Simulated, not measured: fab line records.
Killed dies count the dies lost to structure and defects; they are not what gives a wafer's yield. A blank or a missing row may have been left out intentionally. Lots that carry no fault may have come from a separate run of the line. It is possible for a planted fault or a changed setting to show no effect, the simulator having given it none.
Chamber matching || flow n5Finfet || rieDiel-01 running N5_BEOL_M4_STRIP_19: 4 sister chambers
The step strips in O2. 16 wafers are shown with their chamber, then 8 later ones without.

WAFERS, EACH WITH ITS CHAMBER
{"wafer": "L082.2", "chamber": 3, "throttleValvePct (%)": 16.92, "oesProductAu (a.u.)": 0.69, "showerheadPlenumPTorr (Torr)": 2.07}
{"wafer": "L082.3", "chamber": 1, "throttleValvePct (%)": 16.36, "oesProductAu (a.u.)": 0.91, "showerheadPlenumPTorr (Torr)": 2.06}
{"wafer": "L082.6", "chamber": 3, "throttleValvePct (%)": 16.92, "oesProductAu (a.u.)": 0.69, "showerheadPlenumPTorr (Torr)": 2.07}
{"wafer": "L086.3", "chamber": 1, "throttleValvePct (%)": 16.36, "oesProductAu (a.u.)": 0.90, "showerheadPlenumPTorr (Torr)": 2.05}
{"wafer": "L086.4", "chamber": 0, "throttleValvePct (%)": 16.52, "oesProductAu (a.u.)": 0.82, "showerheadPlenumPTorr (Torr)": 2.04}
{"wafer": "L086.5", "chamber": 1, "throttleValvePct (%)": 16.35, "oesProductAu (a.u.)": 0.91, "showerheadPlenumPTorr (Torr)": 2.05}
{"wafer": "L089.2", "chamber": 1, "throttleValvePct (%)": 16.37, "oesProductAu (a.u.)": 0.90, "showerheadPlenumPTorr (Torr)": 2.05}
{"wafer": "L089.3", "chamber": 2, "throttleValvePct (%)": 16.91, "oesProductAu (a.u.)": 0.81, "showerheadPlenumPTorr (Torr)": 2.12}
{"wafer": "L089.5", "chamber": 0, "throttleValvePct (%)": 16.53, "oesProductAu (a.u.)": 0.82, "showerheadPlenumPTorr (Torr)": 2.03}
{"wafer": "L088.3", "chamber": 3, "throttleValvePct (%)": 16.93, "oesProductAu (a.u.)": 0.69, "showerheadPlenumPTorr (Torr)": 2.06}
{"wafer": "L088.5", "chamber": 1, "throttleValvePct (%)": 16.35, "oesProductAu (a.u.)": 0.91, "showerheadPlenumPTorr (Torr)": 2.05}
{"wafer": "L088.6", "chamber": 2, "throttleValvePct (%)": 16.91, "oesProductAu (a.u.)": 0.81, "showerheadPlenumPTorr (Torr)": 2.12}
{"wafer": "L093.1", "chamber": 2, "throttleValvePct (%)": 16.90, "oesProductAu (a.u.)": 0.81, "showerheadPlenumPTorr (Torr)": 2.12}
{"wafer": "L093.2", "chamber": 0, "throttleValvePct (%)": 16.53, "oesProductAu (a.u.)": 0.83, "showerheadPlenumPTorr (Torr)": 2.03}
{"wafer": "L093.4", "chamber": 1, "throttleValvePct (%)": 16.36, "oesProductAu (a.u.)": 0.90, "showerheadPlenumPTorr (Torr)": 2.05}
{"wafer": "L090.1", "chamber": 0, "throttleValvePct (%)": 16.53, "oesProductAu (a.u.)": 0.84, "showerheadPlenumPTorr (Torr)": 2.03}

SIGNATURES (means of the wafers above)
{"reading": "throttleValvePct", "chamber 0": 16.5275, "chamber 1": 16.3583, "chamber 2": 16.9067, "chamber 3": 16.9233, "scatter within a chamber": 0.0064}
{"reading": "oesProductAu", "chamber 0": 0.8275, "chamber 1": 0.9050, "chamber 2": 0.8100, "chamber 3": 0.6900, "scatter within a chamber": 0.00595}
{"reading": "showerheadPlenumPTorr", "chamber 0": 2.0325, "chamber 1": 2.0517, "chamber 2": 2.1200, "chamber 3": 2.0667, "scatter within a chamber": 0.00433}
Rule: a wafer's distance from a chamber is the root of the sum, over the readings, of the square of ((its reading less the chamber's mean) divided by the reading's scatter). If the next closest chamber is less than 2 further off than the closest, the wafer can't be placed; otherwise it belongs to the closest. The scatter: the root of (the sum of the squares of (reading less its chamber's mean) over the shown wafers, divided by (wafers less chambers)).

WAFERS MISSING THEIR CHAMBER
{"wafer": "L090.4", "throttleValvePct (%)": 16.37, "oesProductAu (a.u.)": 0.90, "showerheadPlenumPTorr (Torr)": 2.05}
{"wafer": "L090.6", "throttleValvePct (%)": 16.53, "oesProductAu (a.u.)": 0.83, "showerheadPlenumPTorr (Torr)": 2.03}
{"wafer": "L095.2", "throttleValvePct (%)": 16.93, "oesProductAu (a.u.)": 0.79, "showerheadPlenumPTorr (Torr)": 2.12}
{"wafer": "L095.5", "throttleValvePct (%)": 16.39, "oesProductAu (a.u.)": 0.88, "showerheadPlenumPTorr (Torr)": 2.05}
{"wafer": "L095.6", "throttleValvePct (%)": 16.56, "oesProductAu (a.u.)": 0.83, "showerheadPlenumPTorr (Torr)": 2.03}
{"wafer": "L096.1", "throttleValvePct (%)": 16.55, "oesProductAu (a.u.)": 0.82, "showerheadPlenumPTorr (Torr)": 2.03}
{"wafer": "L096.2", "throttleValvePct (%)": 16.39, "oesProductAu (a.u.)": 0.88, "showerheadPlenumPTorr (Torr)": 2.05}
{"wafer": "L096.4", "throttleValvePct (%)": 16.39, "oesProductAu (a.u.)": 0.88, "showerheadPlenumPTorr (Torr)": 2.05}

THE CHAMBER EACH PASSED THROUGH
{"wafer": "L090.4", "from the rows above": 1, "in truth": 1}
{"wafer": "L090.6", "from the rows above": 0, "in truth": 0}
{"wafer": "L095.2", "from the rows above": 2, "in truth": 2}
{"wafer": "L095.5", "from the rows above": 1, "in truth": 1}
{"wafer": "L095.6", "from the rows above": 0, "in truth": 0}
{"wafer": "L096.1", "from the rows above": 0, "in truth": 0}
{"wafer": "L096.2", "from the rows above": 1, "in truth": 1}
{"wafer": "L096.4", "from the rows above": 1, "in truth": 1}
Placed correctly: 8 of 8. Number that these rows cannot place: 0. 0 placed wrongly.
